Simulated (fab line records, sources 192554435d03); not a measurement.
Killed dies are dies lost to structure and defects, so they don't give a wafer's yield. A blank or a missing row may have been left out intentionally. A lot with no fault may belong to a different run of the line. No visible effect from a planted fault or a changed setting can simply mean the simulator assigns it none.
fab line records	flow n5-finfet
record lots=9	wafers=27	last-day=17
route steps=1938 shown BEOL_M1@794 BEOL_M4@1103 BEOL_M5@1113 PASSIVATION@1936
lots that met no fault: from a run of the same line without faults
start-h: hours from the record's opening day to when the first of the lot's shown wafers began	wait-h: hours from the lot's prior step to this one	" unchanged from the row above	L1.1+2: a single row standing in for several wafers	- value missing, or start not given	* or withheld: withheld	< > ~ a bound
route shown NAME@n: a module of which the file shows steps, and the number in the route of the first	usual: the fault-free wafers' mean and standard deviation	same: alike in all rows	chamber/n: place in a boat	sites: each site's reading	_std_site: standard deviation across them	_edge_site: inner sites' mean taken away from outer sites' mean	radius-mm: for every site, how far away it sits from the centre of the wafer	mask NAME#n: copy n	behind: the last tool/chamber to shape the wafer	hold: why the lot was held/for how many hours/how that ended	device: the transistor (n, p or np) that didn't switch	end of line: the route-end tests of the same wafers	a step given without rows: its recipe and nothing more	killed: dies that structure and defects cost at the first sort, which is not the same as the wafer's yield	map: the dies of a wafer, with x for killed, . for not killed, _ for no die there
set.NAME: the run value of the setting; set.NAME@STEP: its run value at that earlier step	model.NAME: the simulator's own value behind a step, which no gauge read
a sample of lots followed through the steps of the route, with each step as a table and each wafer as a row
services: the hour from which a tool's chamber was out of use, counted from the record's first day as start-h (under 0 if before that day), plus the number of hours and why
## steps
# step N5_BEOL_M1_ETCH_70
# recipe chemistry=N2/H2	target=SOC	target-depth-a=800	overetch-a=160	mask-material=SiARC	temp-c=40	time-s=120	ion-energy-ev=200	pressure-mtorr=30	source-w=840	bias-w=150	n2-flow-sccm=200	h2-flow-sccm=200
# usual drypump-motor-current-A=5.5/0.41	oes-product-au=0.62/0.064	rf-vpp-V=523.9/2.2	showerhead-plenum-p-Torr=2.54/0.071	throttle-valve-pct=17.88/0.28
lot.wafer	tool	chamber	start-h	wait-h	drypump-motor-current-A	oes-product-au	rf-hours-counter-h	rf-vpp-V	showerhead-plenum-p-Torr	throttle-valve-pct
L384.1	rie-diel-06	1	131.38	0.0	6.3	0.71	9	527.8	2.70	17.50
L384.2	"	0	"	"	5.0	0.54	207	522.6	2.54	18.40
L384.3	"	2	"	"	5.6	0.61	111	522.9	2.46	18.07
L386.1	rie-diel-05	3	134.61	0.0	5.6	0.53	210	526.9	2.63	17.87
L386.4	"	0	"	"	5.1	0.61	110	522.0	2.46	18.08
L386.6	"	1	"	"	5.8	0.64	-	525.4	2.56	17.63
L393.2	rie-diel-04	0	183.62	0.0	5.6	0.71	18	522.4	2.50	17.92
L393.4	"	3	"	"	4.8	0.76	3	522.5	2.48	17.21
L393.6	"	1	"	"	5.4	0.55	-	523.8	2.51	18.06
L398.1	rie-diel-05	2	206.94	0.0	5.8	0.63	69	524.5	2.57	17.68
L398.3	"	0	"	"	5.2	0.59	130	521.4	2.46	18.13
L398.5	"	2	"	"	5.8	0.63	-	525.5	2.57	17.67
L399.1	rie-diel-05	3	216.07	0.0	5.6	0.53	227	525.7	2.62	17.89
L399.2	"	0	"	"	5.1	0.58	133	521.8	2.45	18.11
L399.6	"	3	"	"	5.6	0.52	-	528.2	2.62	17.88
L402.1	rie-diel-06	1	234.22	0.0	6.3	0.66	43	528.9	2.68	17.56
L402.3	"	2	"	"	5.6	0.59	141	521.6	2.45	18.13
L402.4	"	3	"	"	4.8	0.65	51	522.3	2.49	17.63
L403.2	rie-diel-04	1	248.43	0.0	5.4	0.54	207	523.1	2.51	18.10
L403.4	"	3	"	"	4.8	0.70	21	521.7	2.47	17.25
L403.5	"	0	"	"	5.6	0.68	-	521.4	2.49	17.96
L405.3	rie-diel-05	2	256.47	0.0	5.8	0.62	83	524.8	2.56	17.69
L405.4	"	0	"	"	5.2	0.58	144	521.5	2.45	18.15
L405.6	"	0	"	"	5.1	0.58	-	522.6	2.45	18.14
L407.4	rie-diel-04	2	265.97	0.0	5.2	0.65	60	523.9	2.59	17.89
L407.5	"	0	"	"	5.6	0.66	-	521.9	2.49	17.95
L407.6	"	3	"	"	4.8	0.69	-	521.7	2.47	17.26
# step N5_BEOL_M4_CMP_52
# recipe stop-on=SiOC	t-overpolish-s=6.8	down-force-psi=1	platen-rpm=50	clearing-platen-down-force-psi=1.5	clearing-platen-rpm=50	post-cmp-clean=cu-alkaline	target-thk-nm=40	clearing-platen-pad-velocity-m-s=0.99484	pad-velocity-m-s=0.99484
# usual barrier-field-endpoint-s=24.6/0.89	edge-zone-pressure-frac=0.999/0.0047	motor-current-A=5.8/0.56	overpolish-run-s=6.799/0.0093	slurry-flow-ml-min=150.0/0.49	time-to-endpoint-s=61/4.2
# same t-overpolish-s=6.8
lot.wafer	tool	chamber	start-h	wait-h	barrier-field-endpoint-s	edge-zone-pressure-frac	motor-current-A	overpolish-run-s	slurry-flow-ml-min	time-to-endpoint-s
L384.2	cmp-04	3	166.58	0.2	25.2	0.994	6.3	6.802	149.6	60
L384.3	"	0	"	"	25.1	0.989	5.3	6.805	150.1	59
L384.1	"	1	"	"	24.5	1.014	5.0	6.805	150.6	60
L386.1	cmp-03	0	171.80	0.3	25.2	0.997	5.9	6.790	149.9	67
L386.4	"	1	"	"	24.6	1.003	6.6	6.799	149.8	62
L386.6	"	3	"	"	26.8	0.997	5.2	6.808	149.4	72
L393.2	cmp-04	2	219.89	0.4	24.6	0.998	6.5	6.805	149.6	62
L393.4	"	0	"	"	24.8	0.992	5.3	6.797	149.8	60
L393.6	"	2	"	"	25.1	1.000	6.8	6.794	150.4	63
L398.1	cmp-04	2	245.24	0.3	24.6	1.002	6.7	6.798	150.0	63
L398.3	"	3	"	"	25.4	1.000	5.9	6.786	150.7	63
L398.5	"	1	"	"	26.3	0.992	5.2	6.798	149.4	67
L399.1	cmp-03	1	260.85	0.5	22.1	1.000	6.7	6.801	149.8	55
L399.2	"	2	"	"	24.1	1.000	6.0	6.816	149.4	57
L399.6	"	2	"	"	23.2	1.003	5.9	6.790	149.1	58
L402.4	cmp-01	0	272.99	0.1	24.9	0.997	6.0	6.820	150.2	59
L402.3	"	1	"	"	24.2	0.996	5.2	6.802	150.6	54
L402.1	"	3	"	"	26.0	1.004	5.6	6.785	150.1	68
L403.4	cmp-01	1	286.50	0.2	24.3	0.996	5.4	6.807	150.1	52
L403.2	"	2	"	"	24.9	0.999	6.1	6.800	150.3	60
L403.5	"	3	"	"	27.1	1.001	5.6	6.803	150.7	68
L405.3	cmp-04	2	290.38	0.2	25.7	0.997	6.4	6.806	149.9	68
L405.4	"	0	"	"	25.1	1.003	4.9	6.808	150.3	64
L405.6	"	2	"	"	25.3	0.995	6.3	6.800	149.9	67
L407.4	cmp-01	2	309.41	0.2	24.3	1.003	6.2	6.801	149.7	62
L407.6	"	0	"	"	23.9	0.998	5.5	6.797	150.0	61
L407.5	"	1	"	"	23.5	0.998	5.4	6.802	150.0	54
# step N5_BEOL_M4_RC_MEAS_101
# usual CHAIN_V0=241/9.7	CHAIN_V0_max_site=252/11	DIBL_N=36.6/2.3	DIBL_P=36.3/2.8	IOFF_N=0.17/0.047	IOFF_P=0.22/0.048	ION_N=676/14	ION_P=463/9.4	SS_N=71.6/0.84	SS_P=73.4/0.85	VT_N=249/3.7	VT_P=-249/3.6
lot.wafer	tool	chamber	start-h	wait-h	CHAIN_V0[ohm/link]	CHAIN_V0_max_site[ohm/link]	DIBL_N[mV/V]	DIBL_P[mV/V]	IOFF_N[nA/um]	IOFF_P[nA/um]	ION_N[uA/um]	ION_P[uA/um]	SS_N[mV/dec]	SS_P[mV/dec]	VT_N[mV]	VT_P[mV]
L384.1	prober-02	0	167.15	0.0	240	246	35.1	32.6	0.15	0.18	667	461	72.0	73.0	249	-249
L384.2	"	0	"	"	260	269	34.6	33.7	0.13	0.18	679	470	70.9	71.8	253	-249
L384.3	"	0	"	"	232	240	37.2	37.4	0.18	0.24	674	467	71.3	73.8	248	-248
L386.1	prober-02	0	172.33	0.0	243	249	39.8	40.1	0.27	0.34	711	485	72.3	74.3	239	-244
L386.4	"	0	"	"	246	258	37.6	37.1	0.19	0.26	672	471	71.8	73.2	248	-245
L386.6	"	0	"	"	249	253	38.7	38.1	0.21	0.27	676	470	71.5	73.4	245	-247
L393.2	prober-01	0	220.68	0.2	226	235	38.0	38.6	0.21	0.30	691	477	72.2	74.2	247	-241
L393.4	"	0	"	"	194	201	38.0	39.6	0.23	0.33	697	481	71.9	74.5	246	-240
L393.6	"	0	"	"	239	244	36.7	37.7	0.19	0.27	677	471	72.0	74.3	249	-242
L398.1	prober-02	0	245.77	0.0	242	249	37.5	38.0	0.18	0.22	675	463	72.5	73.7	247	-249
L398.3	"	0	"	"	244	261	36.7	38.0	0.15	0.22	657	458	72.2	73.2	250	-250
L398.5	"	0	"	"	235	241	34.2	35.2	0.12	0.18	660	461	70.7	72.0	252	-252
L399.1	prober-02	0	261.46	0.0	235	242	37.7	38.0	0.21	0.27	713	486	71.9	74.5	244	-244
L399.2	"	0	"	"	236	246	37.3	37.2	0.17	0.24	676	465	72.1	73.3	251	-246
L399.6	"	0	"	"	241	246	36.7	37.9	0.19	0.27	686	475	71.2	73.4	244	-245
L402.1	prober-01	0	273.59	0.0	235	253	35.1	35.4	0.14	0.19	683	471	70.4	72.8	249	-252
L402.3	"	0	"	"	236	243	33.5	33.8	0.12	0.17	658	456	70.8	71.8	251	-252
L402.4	"	0	"	"	235	242	36.1	36.4	0.16	0.22	679	466	71.5	73.1	250	-250
L403.2	prober-01	0	287.18	0.2	221	229	36.6	38.3	0.16	0.25	679	473	73.0	73.3	248	-247
L403.4	"	0	"	"	228	236	34.8	35.2	0.13	0.19	661	459	71.9	73.0	253	-253
L403.5	"	0	"	"	236	239	35.4	37.6	0.15	0.23	681	470	71.8	74.2	251	-247
L405.3	prober-02	0	291.28	0.3	235	246	36.4	35.4	0.16	0.19	668	458	71.6	72.9	250	-252
L405.4	"	0	"	"	256	270	34.7	33.0	0.13	0.17	688	471	71.2	72.6	250	-251
L405.6	"	0	"	"	242	252	36.7	35.2	0.16	0.20	681	469	71.7	73.6	252	-248
L407.4	prober-02	0	310.46	0.5	241	257	39.1	40.3	0.23	0.30	704	479	72.8	74.6	243	-245
L407.5	"	0	"	"	245	254	33.5	33.6	0.14	0.18	688	474	71.2	73.0	248	-249
L407.6	"	0	"	"	248	262	38.9	37.9	0.22	0.25	683	468	72.8	73.7	246	-244
# sites CHAIN_V0 radius-mm=0,75,75,75,75,140,140,140,140
L384.1 238 231 235 241 232 246 240 246 246
L386.1 249 243 243 243 245 229 229 221 230
L393.2 235 226 231 230 226 214 215 212 218
L398.1 242 247 243 249 244 230 224 222 218
L399.1 235 241 242 238 234 230 231 235 236
L402.1 235 246 245 242 253 227 228 230 230
L403.2 217 229 225 224 227 217 220 220 221
L405.3 244 243 242 235 246 218 222 214 226
L407.4 241 249 246 257 248 240 233 234 238
# step N5_BEOL_M5_CURE_79
# recipe temp-c=385	time-s=240	ambient=He/Ar	material=SiCOH_lowk
# usual lamp-power-pct=52.31/0.054	wafer_temp_C_max=386.8/0.83
lot.wafer	tool	chamber	start-h	wait-h	lamp-power-pct	wafer_temp_C_max
L384.1	uv-cure-02	1	168.70	0.6	52.27	386.8
L384.2	"	1	"	"	52.32	387.0
L384.3	"	1	"	"	52.21	387.0
L386.1	uv-cure-03	2	173.35	0.0	52.19	386.7
L386.4	"	2	"	"	52.26	386.4
L386.6	"	2	"	"	52.25	386.7
L393.2	uv-cure-01	2	221.65	0.1	52.33	387.7
L393.4	"	2	"	"	52.30	387.3
L393.6	"	2	"	"	52.33	387.4
L398.1	uv-cure-03	2	246.80	0.0	52.43	386.7
L398.3	"	2	"	"	52.33	386.7
L398.5	"	2	"	"	52.39	386.1
L399.1	uv-cure-03	2	262.56	0.1	52.30	385.9
L399.2	"	2	"	"	52.16	386.1
L399.6	"	2	"	"	52.22	386.7
L402.1	uv-cure-03	0	274.63	0.1	52.29	386.2
L402.3	"	0	"	"	52.33	385.9
L402.4	"	0	"	"	52.31	385.9
L403.2	uv-cure-02	0	288.13	0.1	52.27	386.8
L403.4	"	0	"	"	52.30	386.8
L403.5	"	0	"	"	52.34	386.4
L405.3	uv-cure-01	2	292.18	0.2	52.32	388.6
L405.4	"	2	"	"	52.30	388.6
L405.6	"	2	"	"	52.32	388.7
L407.4	uv-cure-02	2	313.36	2.3	52.36	386.1
L407.5	"	2	"	"	52.33	386.4
L407.6	"	2	"	"	52.35	387.0
# step N5_BEOL_M5_THK_MEAS_01
# recipe reads=SiCOH_lowk_of_BEOL_M5_ILD_DEP_00
# usual M5_ILD_THK=121.8/2
lot.wafer	tool	chamber	start-h	wait-h	M5_ILD_THK[nm]
L384.1	film-metro-01	-	169.21	0.4	120.7
L384.2	"	-	"	"	120.8
L384.3	"	-	"	"	119.1
L386.1	film-metro-02	-	173.87	0.4	122.8
L386.4	"	-	"	"	123.5
L386.6	"	-	"	"	123.5
L393.2	film-metro-01	-	222.08	0.4	118.4
L393.4	"	-	"	"	119.7
L393.6	"	-	"	"	119.2
L398.1	film-metro-02	-	247.31	0.4	120.8
L398.3	"	-	"	"	119.1
L398.5	"	-	"	"	123.1
L399.1	film-metro-01	-	263.08	0.4	117.6
L399.2	"	-	"	"	120.3
L399.6	"	-	"	"	118.2
L402.1	film-metro-02	-	275.15	0.4	121.9
L402.3	"	-	"	"	121.4
L402.4	"	-	"	"	124.0
L403.2	film-metro-01	-	288.57	0.4	122.8
L403.4	"	-	"	"	125.4
L403.5	"	-	"	"	122.7
L405.3	film-metro-01	-	292.53	0.3	121.8
L405.4	"	-	"	"	121.2
L405.6	"	-	"	"	121.3
L407.4	film-metro-01	-	313.63	0.2	122.2
L407.5	"	-	"	"	121.9
L407.6	"	-	"	"	123.3
# step N5_PASSIVATION_PROBE_49
# usual defect-limited-yield=91.5/1.5	killed_at_M0_to_M3=33/9.9	killed_at_M4_up=14/5.2	killed-at-contacts=11/5.2	killed-at-front-end=38/10	killed-at-other=4/3.5	killed-dies=100/18	killed-open=66/14	killed-short=32/6.9	sort_bin_5_function=5.0/1	sort_bin_6_memory=3.1/0.69	sort-n-pass=1080/18	sort-yield-pct=91.5/1.5
# same gross-dies=1180	killed-at-back-side=0	sort_bin_4_leakage[%]=0	sort_bin_8_speed[%]=0
lot.wafer	tool	chamber	start-h	wait-h	defect-limited-yield[%]	killed_at_M0_to_M3	killed_at_M4_up	killed-at-contacts	killed-at-front-end	killed-at-other	killed-dies	killed-open	killed-short	sort_bin_5_function[%]	sort_bin_6_memory[%]	sort-n-pass	sort-yield-pct[%]
L384.1	prober-02	-	272.83	0.0	89.2	46	14	13	46	8	127	84	37	6.2	3.8	1053	89.2
L384.2	prober-02	-	272.88	0.1	89.9	20	34	17	44	4	119	89	29	5.9	3.8	1061	89.9
L384.3	prober-02	-	272.93	0.1	91.1	42	7	10	40	6	105	72	33	6.1	2.6	1075	91.1
L386.1	prober-01	-	276.72	0.0	93.6	17	13	2	38	5	75	43	31	3.5	2.7	1105	93.6
L386.4	prober-01	-	276.87	0.2	94.3	20	8	3	31	5	67	40	27	3.6	1.9	1113	94.3
L386.6	prober-01	-	276.97	0.3	91.9	26	18	12	37	2	95	65	30	5.0	2.7	1085	91.9
L393.2	prober-02	-	332.09	0.1	93.1	16	10	7	47	2	82	52	26	3.7	3.1	1098	93.1
L393.4	prober-02	-	332.19	0.2	92.1	36	8	12	35	2	93	60	29	4.7	3.0	1087	92.1
L393.6	prober-02	-	332.29	0.3	94.9	16	5	13	24	2	60	43	16	3.5	1.6	1120	94.9
L398.1	prober-02	-	360.03	0.0	91.7	30	10	11	46	1	98	64	32	5.1	3.1	1082	91.7
L398.3	prober-02	-	360.13	0.1	93.2	33	9	6	24	8	80	50	30	4.1	2.4	1100	93.2
L398.5	prober-02	-	360.23	0.2	95.0	13	5	6	31	4	59	34	24	3.1	1.3	1121	95.0
L399.1	prober-01	-	375.05	0.0	90.6	29	14	20	44	4	111	75	35	6.6	2.4	1069	90.6
L399.2	prober-01	-	375.10	0.1	89.6	49	15	25	30	4	123	91	32	6.3	3.9	1057	89.6
L399.6	prober-01	-	375.30	0.3	91.4	13	16	15	52	5	101	68	31	4.1	4.2	1079	91.4
L402.1	prober-01	-	387.14	0.0	92.6	35	17	11	20	4	87	68	19	4.2	3.1	1093	92.6
L402.3	prober-01	-	387.24	0.1	93.5	18	9	9	39	2	77	47	27	3.6	2.4	1103	93.5
L402.4	prober-01	-	387.29	0.2	93.6	15	13	6	37	4	75	44	27	3.6	2.2	1105	93.6
L403.2	prober-01	-	392.15	0.1	90.4	31	13	6	59	4	113	67	45	6.1	2.9	1067	90.4
L403.4	prober-01	-	392.25	0.2	89.7	33	17	18	52	1	121	81	36	6.4	3.6	1059	89.7
L403.5	prober-01	-	392.30	0.2	88.5	37	13	16	68	2	136	91	42	7.0	4.2	1044	88.5
L405.3	prober-02	-	395.30	0.1	91.9	43	10	5	35	2	95	74	20	5.1	2.7	1085	91.9
L405.4	prober-02	-	395.35	0.2	91.7	45	20	11	22	0	98	63	33	4.7	3.4	1082	91.7
L405.6	prober-02	-	395.45	0.3	88.8	47	35	17	31	2	132	96	34	6.6	4.6	1048	88.8
L407.4	prober-02	-	417.16	0.7	89.6	45	15	10	49	4	123	89	34	6.0	4.3	1057	89.6
L407.5	prober-02	-	417.21	0.8	92.5	32	17	9	30	0	88	54	34	4.0	3.2	1092	92.5
L407.6	prober-02	-	417.26	0.8	92.7	22	8	10	40	6	86	57	29	3.6	3.5	1094	92.7
# killed by level:class
L384.1 FIN_SAQP:geometric-particle:open=11 BEOL_M0_SAQP:geometric-particle:short=11 MOL_CONTACT_COAG:geometric-particle:open=11 BEOL_M1:geometric-particle:open=10 BEOL_M4:geometric-particle:open=9 FIN_SAQP:geometric-particle:short=8 BEOL_M3:geometric-particle:open=8 STI_FIN_REVEAL:geometric-particle:open=7
L384.2 BEOL_M4:geometric-particle:open=23 STI_FIN_REVEAL:geometric-particle:open=21 MOL_CONTACT_COAG:geometric-particle:open=14 BEOL_M3:geometric-particle:open=7 FIN_SAQP:geometric-particle:open=6 BEOL_M4:geometric-particle:short=5 STARTING-WAFER:geometric-particle:short=5 FIN_SAQP:geometric-particle:short=4
L384.3 BEOL_M3:geometric-particle:open=15 STI_FIN_REVEAL:geometric-particle:open=14 MOL_CONTACT_COAG:geometric-particle:open=10 BEOL_M0_SAQP:geometric-particle:short=9 GATE_CUT:geometric-particle:short=7 BEOL_M0_SAQP:geometric-particle:open=6 STI_FIN_REVEAL:geometric-particle:short=5 BEOL_M2:geometric-particle:open=5
L386.1 FIN_SAQP:geometric-particle:short=10 FIN_SAQP:geometric-particle:open=7 STI_FIN_REVEAL:geometric-particle:open=6 BEOL_M0_SAQP:geometric-particle:open=6 BEOL_M5:geometric-particle:open=5 DUMMY_GATE:geometric-particle:open=4 BEOL_M2:geometric-particle:short=4 BEOL_M4:geometric-particle:open=4
L386.4 FIN_SAQP:geometric-particle:open=8 FIN_SAQP:geometric-particle:short=6 STI_FIN_REVEAL:geometric-particle:open=4 BEOL_M0_SAQP:geometric-particle:open=4 BEOL_M0_SAQP:geometric-particle:short=3 BEOL_M1:geometric-particle:open=3 BEOL_M3:geometric-particle:open=3 MIM_TOP_ETCH:geometric-particle:short=3
L386.6 FIN_SAQP:geometric-particle:short=11 BEOL_M3:geometric-particle:open=11 MOL_CONTACT_COAG:geometric-particle:open=10 FIN_SAQP:geometric-particle:open=8 BEOL_M4:geometric-particle:open=8 STARTING-WAFER:geometric-particle:open=6 BEOL_M0_SAQP:geometric-particle:open=4 STARTING-WAFER:geometric-particle:short=4
L393.2 FIN_SAQP:geometric-particle:open=15 DUMMY_GATE:geometric-particle:open=8 MOL_CONTACT_COAG:geometric-particle:open=6 FIN_SAQP:geometric-particle:short=5 BEOL_M0_SAQP:geometric-particle:short=5 BEOL_M3:geometric-particle:open=4 BEOL_M4:geometric-particle:open=4 STI_FIN_REVEAL:geometric-particle:open=3
L393.4 STI_FIN_REVEAL:geometric-particle:open=13 BEOL_M0_SAQP:geometric-particle:short=12 MOL_CONTACT_COAG:geometric-particle:open=11 BEOL_M0_SAQP:geometric-particle:open=9 FIN_SAQP:geometric-particle:short=7 DUMMY_GATE:geometric-particle:open=5 BEOL_M4:geometric-particle:open=4 FIN_SAQP:geometric-particle:open=3
L393.6 MOL_CONTACT_COAG:geometric-particle:open=12 FIN_SAQP:geometric-particle:open=7 BEOL_M0_SAQP:geometric-particle:open=7 FIN_SAQP:geometric-particle:short=4 STARTING-WAFER:geometric-particle:open=4 BEOL_M0_SAQP:geometric-particle:short=3 BEOL_M2:geometric-particle:open=3 DUMMY_GATE:geometric-particle:open=2
L398.1 STI_FIN_REVEAL:geometric-particle:open=11 GATE_CUT:geometric-particle:short=9 MOL_CONTACT_COAG:geometric-particle:open=8 BEOL_M2:geometric-particle:open=7 FIN_SAQP:geometric-particle:open=6 BEOL_M3:geometric-particle:open=5 BEOL_M3:geometric-particle:short=5 DUMMY_GATE:geometric-particle:open=4
L398.3 BEOL_M2:geometric-particle:open=10 FIN_SAQP:geometric-particle:open=6 MOL_CONTACT_COAG:geometric-particle:open=6 BEOL_M0_SAQP:geometric-particle:short=6 FIN_SAQP:geometric-particle:short=5 BEOL_M3:geometric-particle:open=4 BEOL_M2:geometric-particle:short=4 STARTING-WAFER:geometric-particle:open=4
L398.5 GATE_CUT:geometric-particle:short=8 FIN_SAQP:geometric-particle:open=5 FIN_SAQP:geometric-particle:short=5 GATE_CUT:geometric-particle:open=4 MOL_CONTACT_COAG:geometric-particle:open=4 BEOL_M1:geometric-particle:open=4 BEOL_M2:geometric-particle:open=3 DUMMY_GATE:geometric-particle:open=2
L399.1 FIN_SAQP:geometric-particle:open=19 MOL_CONTACT_COAG:geometric-particle:open=18 FIN_SAQP:geometric-particle:short=9 BEOL_M0_SAQP:geometric-particle:open=9 BEOL_M0_SAQP:geometric-particle:short=7 BEOL_M3:geometric-particle:open=6 BEOL_M5:geometric-particle:open=6 STI_FIN_REVEAL:geometric-particle:open=3
L399.2 MOL_CONTACT_COAG:geometric-particle:open=19 BEOL_M0_SAQP:geometric-particle:open=19 BEOL_M4:geometric-particle:open=12 FIN_SAQP:geometric-particle:open=10 BEOL_M0_SAQP:geometric-particle:short=9 FIN_SAQP:geometric-particle:short=7 BEOL_M1:geometric-particle:open=7 STI_FIN_REVEAL:geometric-particle:open=6
L399.6 MOL_CONTACT_COAG:geometric-particle:open=14 FIN_SAQP:geometric-particle:open=13 FIN_SAQP:geometric-particle:short=10 STI_FIN_REVEAL:geometric-particle:open=9 GATE_CUT:geometric-particle:short=5 BEOL_M4:geometric-particle:open=5 STARTING-WAFER:geometric-particle:short=5 GATE_CUT:geometric-particle:open=3
L402.1 BEOL_M1:geometric-particle:open=17 MOL_CONTACT_COAG:geometric-particle:open=9 BEOL_M4:geometric-particle:open=7 BEOL_M0_SAQP:geometric-particle:open=6 STI_FIN_REVEAL:geometric-particle:open=5 FIN_SAQP:geometric-particle:open=4 BEOL_M0_SAQP:geometric-particle:short=4 BEOL_M3:geometric-particle:open=4
L402.3 FIN_SAQP:geometric-particle:open=8 FIN_SAQP:geometric-particle:short=8 MOL_CONTACT_COAG:geometric-particle:open=7 BEOL_M3:geometric-particle:open=6 BEOL_M4:geometric-particle:open=5 STI_FIN_REVEAL:geometric-particle:open=4 DUMMY_GATE:geometric-particle:open=4 BEOL_M2:geometric-particle:open=4
L402.4 FIN_SAQP:geometric-particle:short=15 BEOL_M2:geometric-particle:open=6 STARTING-WAFER:geometric-particle:open=5 STI_FIN_REVEAL:geometric-particle:open=4 DUMMY_GATE:geometric-particle:open=4 MOL_CONTACT_COAG:geometric-particle:open=4 BEOL_M8:geometric-particle:open=4 FIN_SAQP:geometric-particle:open=3
L403.2 FIN_SAQP:geometric-particle:short=17 FIN_SAQP:geometric-particle:open=16 GATE_CUT:geometric-particle:short=8 BEOL_M3:geometric-particle:open=8 BEOL_M0_SAQP:geometric-particle:open=7 STI_FIN_REVEAL:geometric-particle:open=6 MOL_CONTACT_COAG:geometric-particle:open=6 BEOL_M1:geometric-particle:open=5
L403.4 FIN_SAQP:geometric-particle:open=19 MOL_CONTACT_COAG:geometric-particle:open=15 BEOL_M0_SAQP:geometric-particle:open=15 BEOL_M0_SAQP:geometric-particle:short=10 FIN_SAQP:geometric-particle:short=8 STI_FIN_REVEAL:geometric-particle:open=7 STI_FIN_REVEAL:geometric-particle:short=5 BEOL_M4:geometric-particle:open=5
L403.5 FIN_SAQP:geometric-particle:open=18 FIN_SAQP:geometric-particle:short=13 MOL_CONTACT_COAG:geometric-particle:open=13 BEOL_M3:geometric-particle:open=13 STI_FIN_REVEAL:geometric-particle:open=12 STI_FIN_REVEAL:geometric-particle:short=6 DUMMY_GATE:geometric-particle:open=5 BEOL_M0_SAQP:geometric-particle:short=5
L405.3 BEOL_M0_SAQP:geometric-particle:open=9 BEOL_M2:geometric-particle:open=9 STI_FIN_REVEAL:geometric-particle:open=6 BEOL_M0_SAQP:geometric-particle:short=6 BEOL_M1:geometric-particle:open=6 FIN_SAQP:geometric-particle:open=5 DUMMY_GATE:geometric-particle:open=5 GATE_CUT:geometric-particle:short=5
L405.4 BEOL_M0_SAQP:geometric-particle:open=14 BEOL_M4:geometric-particle:open=11 BEOL_M0_SAQP:geometric-particle:short=10 MOL_CONTACT_COAG:geometric-particle:open=8 BEOL_M1:geometric-particle:open=7 STI_FIN_REVEAL:geometric-particle:open=6 GATE_CUT:geometric-particle:short=4 FIN_SAQP:geometric-particle:short=4
L405.6 BEOL_M4:geometric-particle:open=18 MOL_CONTACT_COAG:geometric-particle:open=16 BEOL_M1:geometric-particle:open=12 FIN_SAQP:geometric-particle:open=10 BEOL_M0_SAQP:geometric-particle:short=10 BEOL_M0_SAQP:geometric-particle:open=8 BEOL_M2:geometric-particle:open=5 STI_FIN_REVEAL:geometric-particle:open=4
L407.4 BEOL_M2:geometric-particle:open=15 BEOL_M3:geometric-particle:open=11 STI_FIN_REVEAL:geometric-particle:open=10 FIN_SAQP:geometric-particle:open=9 MOL_CONTACT_COAG:geometric-particle:open=9 FIN_SAQP:geometric-particle:short=8 BEOL_M4:geometric-particle:open=7 BEOL_M0_SAQP:geometric-particle:short=5
L407.5 FIN_SAQP:geometric-particle:short=12 FIN_SAQP:geometric-particle:open=8 MOL_CONTACT_COAG:geometric-particle:open=8 BEOL_M0_SAQP:geometric-particle:short=8 BEOL_M2:geometric-particle:open=6 BEOL_M0_SAQP:geometric-particle:open=5 BEOL_M1:geometric-particle:open=5 BEOL_M4:geometric-particle:short=4
L407.6 STI_FIN_REVEAL:geometric-particle:open=8 GATE_CUT:geometric-particle:short=8 MOL_CONTACT_COAG:geometric-particle:open=6 GATE_CUT:geometric-particle:open=5 FIN_SAQP:geometric-particle:open=4 FIN_SAQP:geometric-particle:short=4 BEOL_M4:geometric-particle:open=4 MOL_CONTACT_COAG:geometric-particle:short=4
## services
tool	chamber	start-h	hours	kind
rie-diel-06	3	129.28	3.8	repair
cmp-01	-	138.32	6.1	repair
rie-diel-04	2	140.35	6.3	repair
rie-diel-04	3	142.94	15.3	repair
cmp-04	-	143.20	1.9	repair
rie-diel-04	-	145.57	2.8	pm
cmp-04	-	154.83	6.4	pm
rie-diel-05	3	159.35	16.8	repair
rie-diel-05	0	165.72	3.0	repair
uv-cure-03	-	185.69	22.2	pm
rie-diel-05	-	199.23	2.8	pm
cmp-04	-	213.83	0.9	repair
cmp-01	-	213.90	4.0	pm
uv-cure-03	-	220.47	1.2	repair
cmp-04	-	233.19	1.7	repair
cmp-01	-	236.25	10.6	pm
cmp-01	-	257.26	2.1	repair
uv-cure-02	-	267.26	2.1	pm
rie-diel-05	2	268.41	8.9	repair
rie-diel-04	0	281.69	8.8	repair
cmp-04	-	286.21	1.1	repair
cmp-04	-	292.15	4.0	pm
uv-cure-03	-	306.76	28.1	pm
rie-diel-05	1	307.24	4.8	repair
## key
first-sign step=N5_BEOL_M4_RC_MEAS_101	reading=CHAIN_V0	direction=down	sigmas=3.2	usual=241	struck=210
effect step=N5_BEOL_M4_RC_MEAS_101	reading=CHAIN_V0_max_site	direction=down	sigmas=3.2	usual=252	struck=218
met-at N5_BEOL_M1_ETCH_70
struck-lots L393
struck-wafers L393.2,L393.4
not-acting-at N5_BEOL_M4_CMP_52,N5_BEOL_M5_CURE_79,N5_BEOL_M5_THK_MEAS_01
fault kind=process-parameter-drift	tool=rie-diel-04	chamber=-	onset-h=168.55	steps=N5_BEOL_M1_ETCH_70	channel=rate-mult	offset=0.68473	shape=step	end-h=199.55	scope=struck-wafers-only
